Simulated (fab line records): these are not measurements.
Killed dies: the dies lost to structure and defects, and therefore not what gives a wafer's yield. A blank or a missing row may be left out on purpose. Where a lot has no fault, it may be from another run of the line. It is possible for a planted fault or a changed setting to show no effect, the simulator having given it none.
Which tool was responsible?	flow n5 finfet	33 wafers from 11 lots sampled at 4 of the route's 1938 steps

WHAT THE GAUGES READ, wafer by wafer
Not one reading of a measure or inspect step in the record can be checked against a usual standard deviation.

WHICH TOOL RAN EACH LOT (tool, then ch and the chambers of the sampled wafers, then the start)
lot	N5_BEOL_M10_STRIP_77	N5_MIM_BOT_ETCH_STRIP_01	N5_PASSIVATION_PASS_ETCH_47	N5_PASSIVATION_PROBE_49
L352	rie diel-03 ch 0,1,2, day 9 22:17	rie diel-01 ch 1,2, day 11 20:14	rie diel-06 ch 0,1, day 12 03:32	-
L353	rie diel-06 ch 2,3, day 10 06:46	rie diel-01 ch 0,2,3, day 12 11:36	rie diel-03 ch 1,2, day 12 19:47	-
L357	rie diel-06 ch 0,1,2, day 11 05:40	rie diel-03 ch 1,2, day 13 00:44	rie diel-06 ch 0,1,2, day 13 06:01	-
L358	rie diel-01 ch 0,1, day 11 16:13	rie diel-03 ch 1,2,3, day 13 07:43	rie diel-01 ch 0,1,2, day 13 13:31	-
L361	rie diel-03 ch 0,1,2, day 12 17:37	rie diel-01 ch 0,2,3, day 14 14:39	rie diel-01 ch 0,1,3, day 14 19:19	-
L364	rie diel-06 ch 0,2, day 13 03:51	rie diel-03 ch 0,3, day 14 16:17	rie diel-06 ch 1,2,3, day 15 00:00	-
L363	rie diel-06 ch 2,3, day 13 05:18	rie diel-06 ch 0,1,2, day 14 18:47	rie diel-01 ch 1,2,3, day 15 00:12	-
L367	rie diel-01 ch 1,2,3, day 13 18:32	rie diel-01 ch 0,1,3, day 15 20:29	rie diel-03 ch 1,2,3, day 16 03:25	-
L368	rie diel-03 ch 0,3, day 14 13:16	rie diel-03 ch 0,1,2, day 16 06:02	rie diel-06 ch 0,2, day 16 13:52	-
L371	rie diel-01 ch 2,3, day 15 07:52	rie diel-01 ch 1,2, day 17 00:31	rie diel-06 ch 0,1,2, day 17 06:12	prober-01, day 17 09:15
L372	rie diel-01 ch 0,2,3, day 15 19:01	rie diel-03 ch 2,3, day 17 11:03	rie diel-06 ch 0,2,3, day 17 16:38	prober-02, day 17 20:24
- N5_BEOL_M10_STRIP_77: strips in N2/H2, time 10 s.
- N5_MIM_BOT_ETCH_STRIP_01: strips in O2.
- N5_PASSIVATION_PASS_ETCH_47: etches SiNx in CF4/O2, target depth 770 nm, time 385 s.
- N5_PASSIVATION_PROBE_49

WHAT THE TOOLS THEMSELVES READ (means of the sampled wafers that have a number; where no wafer has one, the mark that the record gives instead)
N5_BEOL_M10_STRIP_77. Usual: drypump motor current A 5.8 A, standard deviation 0.47; h2 flow sccm 200.0 sccm, standard deviation 0.64; oes product au 0.84 a.u., standard deviation 0.068; rf vpp V 59.1 V, standard deviation 0.85; showerhead plenum p Torr 2.56 Torr, standard deviation 0.067; throttle valve pct 23.6 %, standard deviation 0.32.
lot	tool	drypump motor current A (A)	h2 flow sccm (sccm)	oes product au (a.u.)	rf vpp V (V)	showerhead plenum p Torr (Torr)	throttle valve pct (%)	flag
L352	rie diel-03	5.7	200.1	0.87	58.2	2.55	23.7	
L353	rie diel-06	5.7	199.6	0.81	57.7	2.56	24.1	
L357	rie diel-06	5.6	200.0	0.84	59.5	2.65	23.7	
L358	rie diel-01	6.5	200.1	0.84	59.0	2.57	23.2	
L361	rie diel-03	5.7	200.4	0.84	58.7	2.54	23.7	
L364	rie diel-06	5.4	199.9	0.85	59.7	2.61	23.8	
L363	rie diel-06	5.7	200.0	0.78	58.9	2.55	24.1	
L367	rie diel-01	5.7	199.6	0.89	58.9	2.51	23.5	
L368	rie diel-03	5.8	200.1	0.85	59.3	2.53	23.7	
L371	rie diel-01	5.4	200.4	0.92	58.6	2.49	23.7	
L372	rie diel-01	5.8	199.8	0.89	59.5	2.52	23.6	

N5_MIM_BOT_ETCH_STRIP_01. Usual: drypump motor current A 5.8 A, standard deviation 0.47; oes product au 0.84 a.u., standard deviation 0.063; rf vpp V 3.5 V, standard deviation 1.3; showerhead plenum p Torr 2.09 Torr, standard deviation 0.053; throttle valve pct 16.58 %, standard deviation 0.19.
lot	tool	drypump motor current A (A)	oes product au (a.u.)	rf vpp V (V)	showerhead plenum p Torr (Torr)	throttle valve pct (%)	flag
L352	rie diel-01	6.0	0.86	3.2	2.08	16.36	
L353	rie diel-01	5.8	0.92	4.2	2.08	16.49	
L357	rie diel-03	5.5	0.83	3.3	2.09	16.66	
L358	rie diel-03	5.7	0.84	3.8	2.06	16.56	
L361	rie diel-01	5.8	0.89	3.5	2.08	16.52	
L364	rie diel-03	5.8	0.85	3.3	2.06	16.46	
L363	rie diel-06	5.5	0.82	3.3	2.17	16.63	
L367	rie diel-01	6.2	0.85	2.5	2.09	16.47	
L368	rie diel-03	5.7	0.80	2.7	2.08	16.77	
L371	rie diel-01	5.7	0.83	5.2	2.05	16.45	
L372	rie diel-03	5.6	0.82	4.0	2.06	16.52	

N5_PASSIVATION_PASS_ETCH_47. Usual: drypump motor current A 5.7 A, standard deviation 0.4; oes product au 0.82 a.u., standard deviation 0.064; rf fwd power W 533.9 W, standard deviation 1.6; rf vpp V 240 V, standard deviation 3.8; showerhead plenum p Torr 2.22 Torr, standard deviation 0.057; throttle valve pct 15.84 %, standard deviation 0.21.
lot	tool	drypump motor current A (A)	oes product au (a.u.)	rf fwd power W (W)	rf vpp V (V)	showerhead plenum p Torr (Torr)	throttle valve pct (%)	flag
L352	rie diel-06	5.4	0.79	535.3	243	2.30	15.86	
L353	rie diel-03	5.5	0.83	533.9	238	2.20	15.87	
L357	rie diel-06	5.6	0.83	533.9	243	2.28	15.79	
L358	rie diel-01	6.1	0.86	532.9	237	2.20	15.66	
L361	rie diel-01	6.2	0.86	533.3	239	2.20	15.65	
L364	rie diel-06	5.8	0.81	535.8	240	2.24	15.94	
L363	rie diel-01	5.7	0.87	533.5	238	2.18	15.66	
L367	rie diel-03	5.7	0.81	531.9	236	2.16	15.81	
L368	rie diel-06	5.2	0.77	533.9	245	2.26	15.95	
L371	rie diel-06	5.6	0.79	533.9	244	2.27	15.85	
L372	rie diel-06	5.5	0.86	535.3	241	2.23	15.94	

N5_PASSIVATION_PROBE_49. Usual: defect limited yield 91.6 %, standard deviation 1.6; killed_at_M0_to_M3 31, standard deviation 10; killed_at_M4_up 14, standard deviation 6.3; killed at contacts 12, standard deviation 6.1; killed at front end 39, standard deviation 12; killed at other 3.7, standard deviation 2.8; killed dies 100, standard deviation 19; killed open 66, standard deviation 14; killed short 33, standard deviation 8.1; sort_bin_5_function 5.0 %, standard deviation 1.1; sort_bin_6_memory 3.2 %, standard deviation 0.66; sort n pass 1080, standard deviation 18; sort yield pct 91.6 %, standard deviation 1.6.
lot	tool	defect limited yield (%)	killed_at_M0_to_M3	killed_at_M4_up	killed at contacts	killed at front end	killed at other	killed dies	killed open	killed short	sort_bin_5_function (%)	sort_bin_6_memory (%)	sort n pass	sort yield pct (%)	flag
L371	prober-01	81.3	35	130	10	38	6.7	220	66	34	11.8	4.6	960	81.3	OFF
L372	prober-02	84.1	21	126	7	31	2.3	188	53	26	10.4	3.5	992	84.1	OFF

THE ANSWER, worked out from the rows above alone
Rule: a lot counts as off when the mean over its wafers that have a number is more than 3 standard deviations away from the usual mean. Also off: a lot with no number at a reading for which 4 or more lots have one. Where the step has rows for the other lots, those lots are counted as sound. After the gauges, taken in route order, come the tools' own readings; for these a lot's mean is taken, as printed above. The first step at which some lot is off is used, and at that step the reading that is off furthest; a lot without a number counts as furthest.
Off: L371, L372, at N5_PASSIVATION_PROBE_49 (killed_at_M4_up). Neither off nor sound, because the step has no rows for them: L352, L353, L357, L358, L361, L364, L363, L367, L368.
If a tool, at that step or one of the process steps before it, ran each lot that is off and ran no sound lot following the first of them, it fits. Undecided on this evidence; 2 tools fit (rie diel-01 at N5_BEOL_M10_STRIP_77, rie diel-06 at N5_PASSIVATION_PASS_ETCH_47).

WHAT HAD BEEN PUT IN BY THE SIMULATOR
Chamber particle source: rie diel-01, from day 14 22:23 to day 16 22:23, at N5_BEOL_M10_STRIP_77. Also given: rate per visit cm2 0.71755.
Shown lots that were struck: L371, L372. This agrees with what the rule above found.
